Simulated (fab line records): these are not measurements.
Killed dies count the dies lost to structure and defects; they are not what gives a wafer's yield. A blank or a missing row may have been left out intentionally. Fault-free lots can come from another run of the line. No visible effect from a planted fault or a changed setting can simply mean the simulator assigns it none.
The tool behind it: which one?	flow n5 finfet	12 lots, 36 wafers sampled, at 3 steps of a route of 1938

== WHAT EACH GAUGE READ, for each wafer ==
N5_BEOL_M4_OCD_MEAS_38.
lot	measured	on	trench depth nm (nm)
L075	day 8 14:03	ocd-01	57.7 57.1 51.4
L078	day 10 11:44	ocd-02	55.6 54.4 56.5
L083	day 10 22:06	ocd-01	55.7 56.8 55.1
L080	day 11 04:50	ocd-02	55.7 55.5 55.4
L082	day 11 15:05	ocd-01	55.6 55.4 55.9
L085	day 12 07:18	ocd-01	55.9 56.3 56.2
L086	day 12 07:47	ocd-01	54.5 55.5 56.0
L091	day 13 06:33	ocd-02	55.1 55.2 55.0
L093	day 14 01:13	ocd-02	54.6 55.1 55.4
L092	day 14 05:58	ocd-02	55.5 55.6 56.8
L095	day 14 14:23	ocd-02	57.4 54.9 58.5
L097	day 15 08:49	ocd-01	56.0 57.5 56.4

== EACH LOT AND THE TOOL THAT RAN IT (in order: tool; ch and the chambers of the sampled wafers; start) ==
lot	N5_BEOL_M3_ANNEAL_89	N5_BEOL_M4_ETCH_64
L075	pvd sputter-02, day 7 20:20	rie diel-03 ch 0,1,2, day 7 23:10
L078	pvd sputter-01, day 10 02:21	rie diel-02 ch 0,2,3, day 10 05:50
L083	pvd sputter-03, day 10 13:22	rie diel-02 ch 0,1,3, day 10 16:55
L080	pvd sputter-01, day 10 17:56	rie diel-04 ch 0,2,3, day 10 20:49
L082	pvd sputter-01, day 11 03:49	rie diel-02 ch 0,1,3, day 11 08:58
L085	pvd sputter-03, day 11 11:36	rie diel-04 ch 0,3, day 11 16:05
L086	pvd sputter-03, day 11 17:30	rie diel-02 ch 0,2,3, day 11 23:01
L091	pvd sputter-03, day 12 13:58	rie diel-03 ch 2,3, day 12 17:34
L093	pvd sputter-02, day 13 08:56	rie diel-03 ch 1,2, day 13 12:38
L092	pvd sputter-01, day 13 14:22	rie diel-02 ch 0,1,2, day 13 19:32
L095	pvd sputter-01, day 13 17:49	rie diel-03 ch 1,2,3, day 13 21:17
L097	pvd sputter-03, day 14 00:44	rie diel-02 ch 0,3, day 14 05:24
- N5_BEOL_M3_ANNEAL_89: time 240 s.
- N5_BEOL_M4_ETCH_64: etches SOC in N2/H2, target depth 75 nm, overetch 22.5 nm, time 121.9 s.

== THE ANSWER, worked out from the rows above alone ==
Rule: the usual values come from the lots themselves. The widest of any qualifying gaps counts: lots, ordered by their means at a reading, are off when they make up no more than a third of the lots, leave a main group of 4 or more, and stand apart from it by 3 or more times the standard deviation of that group's means. Not used: any main group whose means are identical at the precision the tables above print for the reading. Also off: a lot with no number at a reading for which 4 or more lots have one. The other lots that the step has rows for count as sound.
No lot is off at any reading shown: from this, nothing can be told.

== WHAT THE SIMULATOR HAD PUT IN ==
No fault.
